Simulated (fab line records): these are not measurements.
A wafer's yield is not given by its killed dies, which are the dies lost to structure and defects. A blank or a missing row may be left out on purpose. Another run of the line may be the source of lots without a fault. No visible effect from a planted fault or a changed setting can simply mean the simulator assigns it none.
fab line records	flow n5Finfet
[record] lots = 4	wafers = 12	lastDay = 18
route steps=1938 shown BEOL_M4@1099 BEOL_M5@1112 PASSIVATION@1936
lots that met no fault: taken from a fault-free run of the same line
startH: hours from the record's first day to the start of the lot's first wafer shown	waitH: hours from the lot's prior step to this one	" identical to the entry in the row above	L1.1+2: several wafers, shown together as one row	- either no value or no given start	* or withheld: withheld	< > ~ a bound
route shown NAME@n: names a module that has steps shown in the file, with the first one's number in the route	usual: average and standard deviation across the fault-free wafers	same: alike in all rows	chamber/n: place in a boat	sites: readings site by site	_std_site: their standard deviation	_edge_site: mean of outer sites minus mean of inner sites	radiusMm: for every site, how far away it sits from the centre of the wafer	mask NAME#n: copy n	behind: the last tool/chamber to shape the wafer	hold: what put the lot on hold/how long, in hours/how the hold closed	device: transistor that didn't switch, given as n, p or np	end of line: tests of these same wafers at the route's end	a step with no rows: only its recipe	killed: the dies lost at the first sort to structure and to defects; this is not the yield of the wafer	map: the dies of a wafer, with x for killed, . for not killed, _ for no die there
set.NAME: the run value of the setting; set.NAME@STEP: its run value at that earlier step	model.NAME: the simulator's own value behind a step, which no gauge read
lots at some steps of the route; a table a step, a row a wafer
services: when a tool's chamber went out of use (startH, in hours from the record's first day, below 0 if earlier), for how many hours, and the reason
[[steps]]
[step N5_BEOL_M4_ANNEAL_95]
[recipe] tempC = 400	timeS = 240	ambient = vacuum
[step N5_BEOL_M4_SPUTTER_96]
[recipe] material = Cu	targetThkA = 45	tempC = -20	chamberPressurePa = 0.07	powerW = withheld	timeS = 8.29
[step N5_BEOL_M4_ECD_50]
[recipe] material = Cu	targetThkA = 3000
[step N5_BEOL_M4_ANNEAL_51]
[recipe] tempC = 225	timeS = 90	ambient = N2
[step N5_BEOL_M4_CMP_52]
[recipe] stopOn = SiOC	tOverpolishS = 6.8	downForcePsi = 1	platenRpm = 50	clearingPlatenDownForcePsi = 1.5	clearingPlatenRpm = 50	postCmpClean = cuAlkaline	targetThkNm = 40	clearingPlatenPadVelocityMS = 0.99484	padVelocityMS = 0.99484
[step N5_BEOL_M4_PRE_CLEAN_60]
[recipe] gas = NH3/H2	timeS = 15	tempC = *	rfPowerW = 300
[step N5_BEOL_M4_CO_CAP_55]
[recipe] material = Co	targetThkA = 20	tempC = 200	precursor = CCTBA/H2	pressureTorr = 30	timeS = 102.1
[step N5_BEOL_M4_PRE_CLEAN_56]
[recipe] gas = NH3	timeS = 15	tempC = withheld	rfPowerW = 300
[step N5_BEOL_M4_DEP_57]
[recipe] material = SiCN	targetThkA = 80	tempC = withheld	precursor = 3MS/NH3	pressureTorr = 3	rfW = 202	timeS = 14
[step N5_BEOL_M4_RC_MEAS_101]
[usual] DIBL_N = 37.1/1.8	DIBL_P = 37.2/2.1	IOFF_N = 0.17/0.033	IOFF_P = 0.22/0.037	ION_N = 680/11	ION_P = 464/7.7	SS_N = 71.7/0.63	SS_P = 73.6/0.67	VT_N = 248.9/2.9	VT_P = -251/3.6
lot.wafer	tool	chamber	startH	waitH	DIBL_N[mV/V]	DIBL_P[mV/V]	IOFF_N[nA/um]	IOFF_P[nA/um]	ION_N[uA/um]	ION_P[uA/um]	SS_N[mV/dec]	SS_P[mV/dec]	VT_N[mV]	VT_P[mV]
L310.2	prober-02	0	211.42	0.2	38.2	37.1	0.18	0.19	684	457	72.2	73.9	249.7	-256
L310.4	"	0	"	"	39.2	40.0	0.21	0.24	687	463	71.6	74.4	246.9	-249
L310.5	"	0	"	"	36.3	35.4	0.14	0.17	666	456	71.2	73.2	254.0	-253
L321.1	prober-01	0	285.70	0.0	39.7	38.9	0.21	0.24	684	457	72.8	74.4	250.0	-250
L321.2	"	0	"	"	34.7	34.4	0.12	0.18	661	459	70.8	72.4	250.6	-252
L321.4	"	0	"	"	36.2	35.0	0.14	0.19	683	474	70.9	72.2	253.6	-255
L322.1	prober-01	0	286.63	0.3	35.1	36.7	0.14	0.20	674	461	70.9	73.1	250.6	-250
L322.2	"	0	"	"	37.7	39.0	0.19	0.24	686	472	71.8	74.3	246.5	-247
L322.5	"	0	"	"	35.5	37.1	0.15	0.21	673	466	71.5	73.5	249.9	-249
L325.1	prober-01	0	317.86	0.0	37.0	36.4	0.16	0.22	696	481	71.0	73.3	247.9	-249
L325.5	"	0	"	"	37.6	36.9	0.18	0.23	689	469	71.7	73.9	244.7	-251
L325.6	"	0	"	"	34.2	32.7	0.12	0.17	689	473	70.4	73.0	254.7	-254
[step N5_BEOL_M5_ILD_DEP_00]
[recipe] material = SiCOH_lowk	targetThkA = 1406.4	tempC = 300	precursor = DEMS/porogen	pressureTorr = 5	rfW = 500	timeS = 25.9
[step N5_BEOL_M5_CURE_79]
[recipe] tempC = 385	timeS = 240	ambient = He/Ar	material = SiCOH_lowk
[step N5_BEOL_M5_PECVD_70]
[recipe] material = SiO2	targetThkA = 160	tempC = 400	precursor = TEOS/O2	pressureTorr = 5.5	rfW = 450	teosFlowSccm = 53.8	gas = O2	flowSccm = 3000	timeS = 18
[step N5_BEOL_M5_HM_DEP_02]
[recipe] material = TiN	targetThkA = 200	tempC = 25	chamberPressurePa = 0.49996
[step N5_BEOL_M5_COAT_59]
[recipe] resist = SOC	tempC = 250	timeS = 60	spinRpm = 1500	resistThkNm = 60
[step N5_BEOL_M5_COAT_60]
[recipe] resist = SiARC	tempC = 220	timeS = 60	spinRpm = 1500	resistThkNm = 12
[step N5_BEOL_M5_COAT_71]
[recipe] resist = underlayer	tempC = 205	timeS = 60	spinRpm = 1500	resistThkNm = 5
[step N5_BEOL_M5_COAT_05]
[recipe] resist = CAR-EUV	spinRpm = 1500	resistThkNm = 30
[step N5_BEOL_M5_EBR_07]
[recipe] solvent = PGMEA	ebrWidthMm = 1.5
[step N5_BEOL_M5_SOFTBAKE_06]
[recipe] tempC = 110	timeS = 60	resist = CAR-EUV
[step N5_BEOL_M5_EXPOSE_08]
[recipe] maskId = M5	na = 0.33	sourceShape = annular	sigmaInner = 0.4	sigmaOuter = 0.8	polarization = unpolarized	targetCdNm = 28	doseMj = 35.75
[step N5_BEOL_M5_PEB_09]
[recipe] pebTempC = 100	pebTimeS = 60	resist = CAR-EUV
[step N5_BEOL_M5_DEVELOP_10]
[recipe] developTimeS = 30	developer = TMAH	resist = CAR-EUV	rinseLiquid = surfactantRinse	dry = airSpin	devTempC = 23
[step N5_BEOL_M5_DESCUM_16]
[recipe] chemistry = O2	timeS = 7	sourcePowerW = 50	biasPowerW = 20	pressureMtorr = 20	rfFrequencyHz = 2.712e+07	tempC = 40	resist = CAR-EUV	o2FlowSccm = 225
[step N5_BEOL_M5_ETCH_72]
[recipe] chemistry = N2/H2	target = underlayer	targetDepthA = 65	maskMaterial = CAR-EUV	timeS = 5.2	ionEnergyEv = 200	pressureMtorr = 30	sourceW = 840	biasW = 150	n2FlowSccm = 200	h2FlowSccm = 200	ends = cleared
[step N5_BEOL_M5_ETCH_61]
[recipe] chemistry = CF4	target = SiARC	targetDepthA = 156	maskMaterial = CAR-EUV	timeS = 26	ionEnergyEv = 80	pressureMtorr = 40	sourceW = 545	biasW = 36	Ar_flow_sccm = 100	cf4FlowSccm = 100	ends = cleared
[step N5_BEOL_M5_ETCH_62]
[recipe] chemistry = N2/H2	target = SOC	targetDepthA = 750	overetchA = 150	maskMaterial = SiARC	tempC = 40	timeS = 112.5	ionEnergyEv = 200	pressureMtorr = 30	sourceW = 840	biasW = 150	n2FlowSccm = 200	h2FlowSccm = 200
[step N5_BEOL_M5_STRIP_63]
[recipe] chemistry = N2/H2	tempC = 40	n2FlowSccm = 200	h2FlowSccm = 200	rfFrequencyHz = 6e+07
[step N5_BEOL_M5_STRIP_73]
[recipe] chemistry = N2/H2	tempC = 40	n2FlowSccm = 200	h2FlowSccm = 200	rfFrequencyHz = 6e+07
[step N5_BEOL_M5_STRIP_64]
[recipe] chemistry = CF4	resist = SiARC	powerW = 300	biasPowerW = 75	pressureMtorr = 50	cf4FlowSccm = 150	rfFrequencyHz = 6e+07
[step N5_BEOL_M5_HM_OPEN_17]
[recipe] chemistry = Cl2/BCl3	targetDepthA = 200	overetchA = 60	target = TiN	maskMaterial = SOC	ionEnergyEv = 150	pressureMtorr = 10	icpW = 1000	biasW = 126	Cl2_flow_sccm = 53.25	bcl3FlowSccm = 21.75	Ar_flow_sccm = 25
[step N5_BEOL_M5_STRIP_19]
[recipe] chemistry = O2	powerW = 400	tempC = 40	pressureMtorr = 30	rfFrequencyHz = 6e+07	biasPowerW = 0	overashFraction = 0.2	o2FlowSccm = 225
[step N5_BEOL_M5_COAT_65]
[recipe] resist = SOC	tempC = 250	timeS = 60	spinRpm = 1500	resistThkNm = 60
[step N5_BEOL_M5_COAT_66]
[recipe] resist = SiARC	tempC = 220	timeS = 60	spinRpm = 1500	resistThkNm = 12
[step N5_BEOL_M5_STRIP_36]
[recipe] chemistry = N2/H2	powerW = 450	tempC = 40	pressureMtorr = 20	rfFrequencyHz = 6e+07	overashFraction = 0.3	biasPowerW = 7	h2Frac = 0.5	n2FlowSccm = 200	h2FlowSccm = 200
[usual] biasPowerW = 7.003/0.022	chamberPressureMTorr = 20.00/0.036	drypumpMotorCurrentA = 5.8/0.37	oesProductAu = 0.81/0.087	rfVppV = 59.2/1.5	showerheadPlenumPTorr = 2.56/0.083	throttleValvePct = 23.8/0.34
lot.wafer	tool	chamber	startH	waitH	biasPowerW	chamberPressureMTorr	drypumpMotorCurrentA	oesProductAu	rfHoursCounterH	rfVppV	showerheadPlenumPTorr	throttleValvePct	model.SOC_of_BEOL_M5_COAT_65.thkNm
L310.2	rieDiel-02	0	215.51	0.0	6.973	19.99	6.6	0.70	234	63.9	2.39	23.8	0
L310.4	"	2	"	"	7.007	19.93	5.2	0.92	35	59.7	2.59	23.7	0
L310.5	"	1	"	"	7.006	20.02	5.9	0.74	-	57.8	2.53	24.2	0
L321.1	rieDiel-02	3	294.90	0.0	-	-	-	-	-	-	-	-	55.6
L321.2	"	1	"	"	-	-	-	-	-	-	-	-	55.8
L321.4	"	0	"	"	-	-	-	-	-	-	-	-	55.6
L322.1	rieDiel-02	2	295.31	0.0	-	-	-	-	-	-	-	-	56.2
L322.2	"	3	"	"	-	-	-	-	-	-	-	-	56.2
L322.5	"	3	"	"	-	-	-	-	-	-	-	-	56
L325.1	rieDiel-04	0	324.46	0.0	6.980	19.98	6.4	0.93	21	59.4	2.71	23.8	0
L325.5	"	1	"	"	7.022	20.00	5.7	0.94	-	57.7	2.49	23.6	0
L325.6	"	2	"	"	7.010	19.98	5.4	0.75	-	59.4	2.66	23.8	0
[step N5_BEOL_M5_ETCH_41]
[recipe] chemistry = CH3F/O2	target = SiCN	targetDepthA = 315	taperDeg = 2	timeS = 56.7	ionEnergyEv = 120	maskMaterial = TiN	pressureMtorr = 30	sourceW = 395	biasW = 75	Ar_flow_sccm = 150	CH3F_flow_sccm = 30	O2_flow_sccm = 20
[usual] O2_flow_sccm = 20.00/0.062	drypumpMotorCurrentA = 5.8/0.37	oesProductAu = 0.81/0.087	rfVppV = 297.8/1.6	showerheadPlenumPTorr = 2.02/0.065	throttleValvePct = 16.33/0.22
lot.wafer	tool	chamber	startH	waitH	O2_flow_sccm	drypumpMotorCurrentA	oesProductAu	rfHoursCounterH	rfVppV	showerheadPlenumPTorr	throttleValvePct	model.SOC_of_BEOL_M5_COAT_65.thkNm
L310.2	rieDiel-02	0	-	-	19.91	6.5	0.69	234	297.1	1.89	16.50	0
L310.4	"	2	"	"	19.90	5.2	0.88	35	298.5	2.04	16.24	0
L310.5	"	1	"	"	20.08	5.9	0.74	-	298.2	2.00	16.53	0
L321.1	rieDiel-02	3	294.97	0.0	19.99	5.9	0.83	73	297.8	2.04	16.32	38.4
L321.2	"	1	"	"	19.99	5.9	0.71	183	297.0	1.99	16.58	38.4
L321.4	"	0	"	"	20.00	6.5	0.98	4	299.1	2.13	16.04	37.4
L322.1	rieDiel-02	2	295.38	0.0	20.07	5.2	0.83	61	299.6	2.03	16.29	39
L322.2	"	3	"	"	20.10	5.9	0.82	73	297.2	2.04	16.32	38.8
L322.5	"	3	"	"	20.03	5.9	0.83	-	298.2	2.04	16.33	38.6
L325.1	rieDiel-04	0	-	-	20.01	6.3	0.93	21	299.1	2.13	16.23	0
L325.5	"	1	"	"	20.09	5.8	0.94	-	297.0	1.97	16.13	0
L325.6	"	2	"	"	19.92	5.4	0.75	-	298.7	2.09	16.52	0
[step N5_PASSIVATION_PROBE_49]
[usual] defectLimitedYield = 91.7/1.5	killed_at_M0_to_M3 = 32/10	killed_at_M4_up = 14/5.3	killedAtContacts = 13/5.7	killedAtFrontEnd = 37/10	killedAtOther = 3.3/2.5	killedDies = 98/18	killedOnRim = 13/3.6	killedOpen = 65/13	killedShort = 31/7.5	sort_bin_5_function = 4.9/0.91	sort_bin_6_memory = 3.1/0.71	sort_bin_8_speed = 0.00/0.017	sortNPass = 1082/18	sortYieldPct = 91.7/1.5
[same] grossDies = 1180	killedAtBackSide = 0	sort_bin_4_leakage[%] = 0
lot.wafer	tool	chamber	startH	waitH	defectLimitedYield[%]	killed_at_M0_to_M3	killed_at_M4_up	killedAtContacts	killedAtFrontEnd	killedAtOther	killedDies	killedOnRim	killedOpen	killedShort	sort_bin_5_function[%]	sort_bin_6_memory[%]	sort_bin_8_speed[%]	sortNPass	sortYieldPct[%]
L321.1	prober-02	-	394.27	0.0	0	29	1098	15	38	0	1180	152	75	32	96.2	3.5	0	0	0
L321.2	prober-02	-	394.32	0.1	0	45	1084	13	38	0	1180	152	64	47	95.7	4.0	0	0	0
L321.4	prober-02	-	394.42	0.2	0	53	1072	13	39	3	1180	152	71	56	95.7	4.1	0	0	0
L322.1	prober-02	-	398.97	0.0	0	34	1105	15	21	5	1180	152	56	28	96.4	3.3	0	0	0
L322.2	prober-02	-	399.02	0.1	0	30	1111	13	24	2	1180	152	52	23	97.7	1.9	0	0	0
L322.5	prober-02	-	399.17	0.2	0	29	1112	9	28	2	1180	152	47	30	97.6	2.1	0	0	0
L325.1	prober-02	-	428.47	0.0	91.4	26	21	8	42	4	101	14	69	32	5.4	2.7	0	1079	91.4
L325.5	prober-02	-	428.67	0.2	90.1	26	12	8	66	5	117	17	79	33	6.4	2.7	0	1063	90.1
L325.6	prober-02	-	428.72	0.3	90.7	39	12	12	35	12	110	16	79	31	5.8	3.1	0	1070	90.7
// killed by level:class
L321.1 BEOL_M5:areaAld=1071 MOL_CONTACT_COAG:geometricParticle:open=14 FIN_SAQP:geometricParticle:open=10 BEOL_M4:geometricParticle:open=10 BEOL_M0_SAQP:geometricParticle:short=8 BEOL_M5:geometricParticle:open=7 BEOL_M0_SAQP:geometricParticle:open=6 BEOL_M1:geometricParticle:open=6
L321.2 BEOL_M5:areaAld=1066 BEOL_M0_SAQP:geometricParticle:short=22 BEOL_M0_SAQP:geometricParticle:open=12 MOL_CONTACT_COAG:geometricParticle:open=9 DUMMY_GATE:geometricParticle:open=8 BEOL_M5:geometricParticle:open=7 STI_FIN_REVEAL:geometricParticle:open=6 BEOL_M1:geometricParticle:open=6
L321.4 BEOL_M5:areaAld=1052 BEOL_M0_SAQP:geometricParticle:short=18 BEOL_M0_SAQP:geometricParticle:open=14 BEOL_M5:geometricParticle:open=8 MOL_CONTACT_COAG:geometricParticle:open=7 BEOL_M4:geometricParticle:open=7 DUMMY_GATE:geometricParticle:open=6 GATE_CUT:geometricParticle:short=6
L322.1 BEOL_M5:areaAld=1096 MOL_CONTACT_COAG:geometricParticle:open=12 BEOL_M0_SAQP:geometricParticle:open=10 STI_FIN_REVEAL:geometricParticle:open=9 BEOL_M0_SAQP:geometricParticle:short=9 BEOL_M2:geometricParticle:open=8 MOL_CONTACT_COAG:geometricParticle:short=3 BEOL_M1:geometricParticle:open=3
L322.2 BEOL_M5:areaAld=1105 MOL_CONTACT_COAG:geometricParticle:open=11 BEOL_M2:geometricParticle:open=9 BEOL_M0_SAQP:geometricParticle:short=8 STI_FIN_REVEAL:geometricParticle:open=6 FIN_CUT:geometricParticle:open=4 BEOL_M0_SAQP:geometricParticle:open=4 STI_FIN_REVEAL:geometricParticle:short=3
L322.5 BEOL_M5:areaAld=1102 MOL_CONTACT_COAG:geometricParticle:open=7 STARTING-WAFER:geometricParticle:short=7 BEOL_M0_SAQP:geometricParticle:short=6 BEOL_M0_SAQP:geometricParticle:open=5 DUMMY_GATE:geometricParticle:open=5 BEOL_M2:geometricParticle:open=5 STI_FIN_REVEAL:geometricParticle:open=4
L325.1 STI_FIN_REVEAL:geometricParticle:open=9 FIN_SAQP:geometricParticle:open=7 BEOL_M3:geometricParticle:open=6 BEOL_M1:geometricParticle:open=6 FIN_CUT:geometricParticle:short=5 DUMMY_GATE:geometricParticle:open=5 MOL_CONTACT_COAG:geometricParticle:open=5 FIN_SAQP:geometricParticle:short=4
L325.5 STI_FIN_REVEAL:geometricParticle:open=25 DUMMY_GATE:geometricParticle:open=12 STI_FIN_REVEAL:geometricParticle:short=8 MOL_CONTACT_COAG:geometricParticle:open=7 BEOL_M2:geometricParticle:open=7 BEOL_M1:geometricParticle:open=5 BEOL_M3:geometricParticle:short=4 BEOL_M5:geometricParticle:open=4
L325.6 STI_FIN_REVEAL:geometricParticle:open=19 BEOL_M2:geometricParticle:open=18 MOL_CONTACT_COAG:geometricParticle:open=9 BEOL_M2:geometricParticle:short=7 PASS1_CAP:geometricParticle:open=6 BEOL_M4:geometricParticle:open=5 GATE_CUT:geometricParticle:short=4 BEOL_M0_SAQP:geometricParticle:open=4
// map L321.1 (x killed, . not)
_________________xxxxxxxxxxxx________________
______________xxxxxxxxxxxxxxxxxx_____________
___________xxxxxxxxxxxxxxxxxxxxxxxx__________
__________xxxxxxxxxxxxxxxxxxxxxxxxxx_________
________xxxxxxxxxxxxxxxxxxxxxxxxxxxxxx_______
_______xxxxxxxxxxxxxxxxxxxxxxxxxxxxxxxx______
______xxxxxxxxxxxxxxxxxxxxxxxxxxxxxxxxxx_____
_____xxxxxxxxxxxxxxxxxxxxxxxxxxxxxxxxxxxx____
____xxxxxxxxxxxxxxxxxxxxxxxxxxxxxxxxxxxxxx___
___xxxxxxxxxxxxxxxxxxxxxxxxxxxxxxxxxxxxxxxx__
___xxxxxxxxxxxxxxxxxxxxxxxxxxxxxxxxxxxxxxxx__
__xxxxxxxxxxxxxxxxxxxxxxxxxxxxxxxxxxxxxxxxxx_
__xxxxxxxxxxxxxxxxxxxxxxxxxxxxxxxxxxxxxxxxxx_
_xxxxxxxxxxxxxxxxxxxxxxxxxxxxxxxxxxxxxxxxxxxx
_xxxxxxxxxxxxxxxxxxxxxxxxxxxxxxxxxxxxxxxxxxxx
_xxxxxxxxxxxxxxxxxxxxxxxxxxxxxxxxxxxxxxxxxxxx
_xxxxxxxxxxxxxxxxxxxxxxxxxxxxxxxxxxxxxxxxxxxx
_xxxxxxxxxxxxxxxxxxxxxxxxxxxxxxxxxxxxxxxxxxxx
_xxxxxxxxxxxxxxxxxxxxxxxxxxxxxxxxxxxxxxxxxxxx
_xxxxxxxxxxxxxxxxxxxxxxxxxxxxxxxxxxxxxxxxxxxx
_xxxxxxxxxxxxxxxxxxxxxxxxxxxxxxxxxxxxxxxxxxxx
__xxxxxxxxxxxxxxxxxxxxxxxxxxxxxxxxxxxxxxxxxx_
__xxxxxxxxxxxxxxxxxxxxxxxxxxxxxxxxxxxxxxxxxx_
___xxxxxxxxxxxxxxxxxxxxxxxxxxxxxxxxxxxxxxxx__
___xxxxxxxxxxxxxxxxxxxxxxxxxxxxxxxxxxxxxxxx__
____xxxxxxxxxxxxxxxxxxxxxxxxxxxxxxxxxxxxxx___
_____xxxxxxxxxxxxxxxxxxxxxxxxxxxxxxxxxxxx____
______xxxxxxxxxxxxxxxxxxxxxxxxxxxxxxxxxx_____
_______xxxxxxxxxxxxxxxxxxxxxxxxxxxxxxxx______
________xxxxxxxxxxxxxxxxxxxxxxxxxxxxxx_______
__________xxxxxxxxxxxxxxxxxxxxxxxxxx_________
___________xxxxxxxxxxxxxxxxxxxxxxxx__________
______________xxxxxxxxxxxxxxxxxx_____________
_________________xxxxxxxxxxxx________________
// map L322.1 (x killed, . not)
_________________xxxxxxxxxxxx________________
______________xxxxxxxxxxxxxxxxxx_____________
___________xxxxxxxxxxxxxxxxxxxxxxxx__________
__________xxxxxxxxxxxxxxxxxxxxxxxxxx_________
________xxxxxxxxxxxxxxxxxxxxxxxxxxxxxx_______
_______xxxxxxxxxxxxxxxxxxxxxxxxxxxxxxxx______
______xxxxxxxxxxxxxxxxxxxxxxxxxxxxxxxxxx_____
_____xxxxxxxxxxxxxxxxxxxxxxxxxxxxxxxxxxxx____
____xxxxxxxxxxxxxxxxxxxxxxxxxxxxxxxxxxxxxx___
___xxxxxxxxxxxxxxxxxxxxxxxxxxxxxxxxxxxxxxxx__
___xxxxxxxxxxxxxxxxxxxxxxxxxxxxxxxxxxxxxxxx__
__xxxxxxxxxxxxxxxxxxxxxxxxxxxxxxxxxxxxxxxxxx_
__xxxxxxxxxxxxxxxxxxxxxxxxxxxxxxxxxxxxxxxxxx_
_xxxxxxxxxxxxxxxxxxxxxxxxxxxxxxxxxxxxxxxxxxxx
_xxxxxxxxxxxxxxxxxxxxxxxxxxxxxxxxxxxxxxxxxxxx
_xxxxxxxxxxxxxxxxxxxxxxxxxxxxxxxxxxxxxxxxxxxx
_xxxxxxxxxxxxxxxxxxxxxxxxxxxxxxxxxxxxxxxxxxxx
_xxxxxxxxxxxxxxxxxxxxxxxxxxxxxxxxxxxxxxxxxxxx
_xxxxxxxxxxxxxxxxxxxxxxxxxxxxxxxxxxxxxxxxxxxx
_xxxxxxxxxxxxxxxxxxxxxxxxxxxxxxxxxxxxxxxxxxxx
_xxxxxxxxxxxxxxxxxxxxxxxxxxxxxxxxxxxxxxxxxxxx
__xxxxxxxxxxxxxxxxxxxxxxxxxxxxxxxxxxxxxxxxxx_
__xxxxxxxxxxxxxxxxxxxxxxxxxxxxxxxxxxxxxxxxxx_
___xxxxxxxxxxxxxxxxxxxxxxxxxxxxxxxxxxxxxxxx__
___xxxxxxxxxxxxxxxxxxxxxxxxxxxxxxxxxxxxxxxx__
____xxxxxxxxxxxxxxxxxxxxxxxxxxxxxxxxxxxxxx___
_____xxxxxxxxxxxxxxxxxxxxxxxxxxxxxxxxxxxx____
______xxxxxxxxxxxxxxxxxxxxxxxxxxxxxxxxxx_____
_______xxxxxxxxxxxxxxxxxxxxxxxxxxxxxxxx______
________xxxxxxxxxxxxxxxxxxxxxxxxxxxxxx_______
__________xxxxxxxxxxxxxxxxxxxxxxxxxx_________
___________xxxxxxxxxxxxxxxxxxxxxxxx__________
______________xxxxxxxxxxxxxxxxxx_____________
_________________xxxxxxxxxxxx________________
[[services]]
tool	chamber	startH	hours	kind
rieDiel-02	-	199.34	2.8	pm
rieDiel-04	0	228.92	-	clean
rieDiel-04	0	228.92	-	consumableReplace:focusRing
rieDiel-04	0	228.92	-	consumableReplace:showerhead
rieDiel-04	0	228.92	27.6	scheduledDown
rieDiel-04	0	228.92	27.6	ventCycle
rieDiel-04	1	256.49	-	clean
rieDiel-04	1	256.49	-	consumableReplace:focusRing
rieDiel-04	1	256.49	17.6	scheduledDown
rieDiel-04	1	256.49	17.6	ventCycle
rieDiel-02	0	265.89	-	clean
rieDiel-02	0	265.89	-	consumableReplace:focusRing
rieDiel-02	0	265.89	-	consumableReplace:showerhead
rieDiel-02	0	265.89	15.8	scheduledDown
rieDiel-02	0	265.89	15.8	ventCycle
[[key]]
[firstSign] step = N5_BEOL_M5_STRIP_36	reading = toolRecord	direction = missing
[effect] step = N5_PASSIVATION_PROBE_49	reading = killed_at_M4_up	direction = up	sigmas = 99+	usual = 14	struck = 1097
[modelEffect] step = N5_BEOL_M5_STRIP_36	value = SOC_of_BEOL_M5_COAT_65.thkNm	without = 0	struck = 55.9
[modelEffect] step = N5_BEOL_M5_ETCH_41	value = SOC_of_BEOL_M5_COAT_65.thkNm	without = 0	struck = 38.43
[moreKillsBornAt] N5_BEOL_M5_ALD_86@aldMetal-04 = 3303	N5_BEOL_M5_ALD_86@aldMetal-03 = 3189
metAt N5_BEOL_M5_STRIP_36
struckWafers L321.1,L321.2,L321.4,L322.1,L322.2,L322.5
laterRowsLeftOut L321.1,L321.2,L321.4,L322.1,L322.2,L322.5
onsetBetween 215.51 294.90
[fault] kind = skippedStepWhole	tool = rieDiel-02	chamber = -	onsetH = 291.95	steps = N5_BEOL_M5_STRIP_36	scope = struckLotsOnly
// laterRowsLeftOut: the simulator's readings of these wafers behind a module that went badly wrong aren't trusted and aren't shown, but for the sort
